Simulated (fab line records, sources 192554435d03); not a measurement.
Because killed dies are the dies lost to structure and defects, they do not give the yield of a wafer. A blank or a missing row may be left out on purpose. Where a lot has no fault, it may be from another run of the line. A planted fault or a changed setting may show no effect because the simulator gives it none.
Matching of chambers / flow n5 finfet / N5_BEOL_M12_TRENCH_ETCH_34 on rie diel-04: 3 sister chambers
The step etches SiOC in C4F8/O2/Ar, target depth 318.95 nm, time 125.5 s. 14 wafers are shown with their chamber, then 4 later ones without.

WAFERS PAIRED WITH THEIR CHAMBERS
wafer=L078.2; chamber=1; throttle valve pct (%)=24.11; showerhead plenum p Torr (Torr)=3.49; oes product au (a.u.)=0.89
wafer=L078.3; chamber=2; throttle valve pct (%)=24.13; showerhead plenum p Torr (Torr)=3.55; oes product au (a.u.)=0.79
wafer=L078.5; chamber=1; throttle valve pct (%)=24.11; showerhead plenum p Torr (Torr)=3.49; oes product au (a.u.)=0.89
wafer=L080.1; chamber=3; throttle valve pct (%)=23.61; showerhead plenum p Torr (Torr)=3.63; oes product au (a.u.)=0.90
wafer=L080.3; chamber=2; throttle valve pct (%)=24.15; showerhead plenum p Torr (Torr)=3.55; oes product au (a.u.)=0.79
wafer=L080.5; chamber=2; throttle valve pct (%)=24.15; showerhead plenum p Torr (Torr)=3.55; oes product au (a.u.)=0.79
wafer=L077.2; chamber=3; throttle valve pct (%)=23.61; showerhead plenum p Torr (Torr)=3.63; oes product au (a.u.)=0.90
wafer=L077.4; chamber=1; throttle valve pct (%)=24.12; showerhead plenum p Torr (Torr)=3.49; oes product au (a.u.)=0.87
wafer=L077.6; chamber=3; throttle valve pct (%)=23.61; showerhead plenum p Torr (Torr)=3.63; oes product au (a.u.)=0.91
wafer=L084.3; chamber=3; throttle valve pct (%)=23.62; showerhead plenum p Torr (Torr)=3.62; oes product au (a.u.)=0.90
wafer=L084.4; chamber=2; throttle valve pct (%)=24.15; showerhead plenum p Torr (Torr)=3.55; oes product au (a.u.)=0.79
wafer=L084.6; chamber=1; throttle valve pct (%)=24.12; showerhead plenum p Torr (Torr)=3.49; oes product au (a.u.)=0.86
wafer=L088.1; chamber=1; throttle valve pct (%)=24.14; showerhead plenum p Torr (Torr)=3.48; oes product au (a.u.)=0.85
wafer=L088.4; chamber=3; throttle valve pct (%)=23.64; showerhead plenum p Torr (Torr)=3.62; oes product au (a.u.)=0.88

SIGNATURES, as means of the wafers listed above
reading=throttle valve pct; chamber 1=24.1200; chamber 2=24.1450; chamber 3=23.6180; scatter within a chamber=0.012
reading=showerhead plenum p Torr; chamber 1=3.4880; chamber 2=3.5500; chamber 3=3.6260; scatter within a chamber=0.00426
reading=oes product au; chamber 1=0.8720; chamber 2=0.7900; chamber 3=0.8980; scatter within a chamber=0.0126
Rule: for each reading, subtract the chamber's mean from the wafer's reading, divide by that reading's scatter and square the result; add these up over the readings and take the root, which gives the wafer's distance from the chamber. The wafer belongs to the nearest chamber; if the next one is less than 2 further off, it can't be placed. The scatter: take each reading less its chamber's mean, square it, sum over the shown wafers, divide by the number of wafers less the number of chambers, and take the root.

WAFERS WITH NO CHAMBER GIVEN
wafer=L089.4; throttle valve pct (%)=23.64; showerhead plenum p Torr (Torr)=3.62; oes product au (a.u.)=0.87
wafer=L089.6; throttle valve pct (%)=23.64; showerhead plenum p Torr (Torr)=3.62; oes product au (a.u.)=0.88
wafer=L091.2; throttle valve pct (%)=24.16; showerhead plenum p Torr (Torr)=3.48; oes product au (a.u.)=0.84
wafer=L091.3; throttle valve pct (%)=24.17; showerhead plenum p Torr (Torr)=3.54; oes product au (a.u.)=0.77

THE CHAMBER EACH PASSED THROUGH
wafer=L089.4; from the rows above=3; in truth=3
wafer=L089.6; from the rows above=3; in truth=3
wafer=L091.2; from the rows above=1; in truth=1
wafer=L091.3; from the rows above=2; in truth=2
4 of 4 placed correctly. Number that these rows cannot place: 0. Wrongly placed: 0.
